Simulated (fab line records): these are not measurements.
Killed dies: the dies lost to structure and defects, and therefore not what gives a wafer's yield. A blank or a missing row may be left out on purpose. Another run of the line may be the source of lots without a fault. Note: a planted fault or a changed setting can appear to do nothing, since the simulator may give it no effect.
Problem report, 8D (eight disciplines) form, completed by code | flow n5 finfet | the parts of the form that need people (team, actions taken, sign-off) are left out

== 1. THE ISSUE ==
Mean of barrier field endpoint s at N5_BEOL_M3_CMP_52: 13.9 s across 2 wafers in 2 lots; on wafers with no fault it is 24.8 s (standard deviation 0.47). Relative to the usual mean, that is a shift of -23 standard deviations.
The step: polishes, stops on SiOC, t overpolish 6.8 s, target thk 40 nm.
First seen on wafer L664.6, day 13 02:44, on cmp-01. At this step, 29 wafers from 10 lots have a number in the record. Rule for "out" (also "out of limits"): further than 4 standard deviations from the usual mean. Any other wafer with a number is counted as sound.

== 2. WHAT THIS IS AND IS NOT ==
question                    | is                                           | is not
which readings at this step | barrier field endpoint s, time to endpoint s | motor current A, overpolish run s, slurry flow ml min
which lots                  | L664, L668                                   | L646, L651, L653, L654, L655, L657, L659, L661
which wafers of those lots  | L664.6, L668.6                               | L664.5, L668.2, L668.4
read on which tools         | cmp-01                                       | cmp-02, cmp-04
when                        | from day 13 02:44                            | up to then (25 sound wafers); but 2 sound wafers of L668 came after

== 3. THE SUSPECTS, EACH WITH WHAT RULES IT OUT ==
Counting: any tool at a process step up to the reading remains a suspect provided it ran every lot that is out. Sound lots after the first of them don't rule it out here, since some wafers of a struck lot are sound.
- pvd sputter-01 at N5_BEOL_M3_SPUTTER_79 (material Cu, target thk 4.5 nm, time 8.29 s): kept. Every lot that is out went through it, the first being L664 (day 13 00:29); the last sound lot it ran before that was L661 (day 11 17:23).
- pvd sputter-01 at N5_BEOL_M3_ANNEAL_82 (time 240 s): kept. Every lot that is out went through it, the first being L664 (day 13 00:49); the last sound lot it ran before that was L661 (day 11 17:41).
- pvd sputter-01 at N5_BEOL_M3_SPUTTER_94 (material Cu, target thk 4.5 nm, time 8.29 s): kept. Every lot that is out went through it, the first being L664 (day 13 01:48); the last sound lot it ran before that was L661 (day 11 18:43).
- cmp-01 at N5_BEOL_M3_CMP_52 (polishes, stops on SiOC, t overpolish 6.8 s, target thk 40 nm): kept. Every lot that is out went through it, the first being L664 (day 13 02:44); the last sound lot it ran before that was L661 (day 11 19:33). On those wafers its own readings are out: barrier field endpoint s, time to endpoint s.
Left after counting: pvd sputter-01 at N5_BEOL_M3_SPUTTER_79, pvd sputter-01 at N5_BEOL_M3_ANNEAL_82, pvd sputter-01 at N5_BEOL_M3_SPUTTER_94, cmp-01 at N5_BEOL_M3_CMP_52.

== 4. THE CAUSE (what the simulator had put in) ==
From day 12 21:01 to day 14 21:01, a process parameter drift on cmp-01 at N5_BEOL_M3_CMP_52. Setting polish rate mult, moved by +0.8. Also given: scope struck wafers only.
After counting, 4 suspects remain, this tool included.

== 5. THE EFFECT CHAIN, in route order ==
Each row: a reading whose mean over the struck wafers that have a number lies more than 3 standard deviations from the usual. Only readings whose record carries a usual standard deviation are examined. hours: median over the lots of the time between each lot's start at the first step of this table that gives one and its start at this step. sigmas: the change, counted in usual standard deviations.
hours | step              | reading                  | usual  | on struck wafers | change | sigmas
0     | N5_BEOL_M3_CMP_52 | barrier field endpoint s | 24.8 s | 13.9             | -10.9  | -23
0     | N5_BEOL_M3_CMP_52 | time to endpoint s       | 63.4 s | 35.6             | -27.8  | -13
The process steps in it:
- N5_BEOL_M3_CMP_52: polishes, stops on SiOC, t overpolish 6.8 s, target thk 40 nm.
At these later measuring or inspecting steps, every struck wafer for which the step has a row has a number for every such reading, and none has moved that far: N5_BEOL_M4_RC_MEAS_101.

== 6. HOW IT WOULD HAVE BEEN CAUGHT EARLIER ==
6 hours passed between the start of the fault at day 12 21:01 and the first reading out of limits in this record, taken at day 13 02:44.
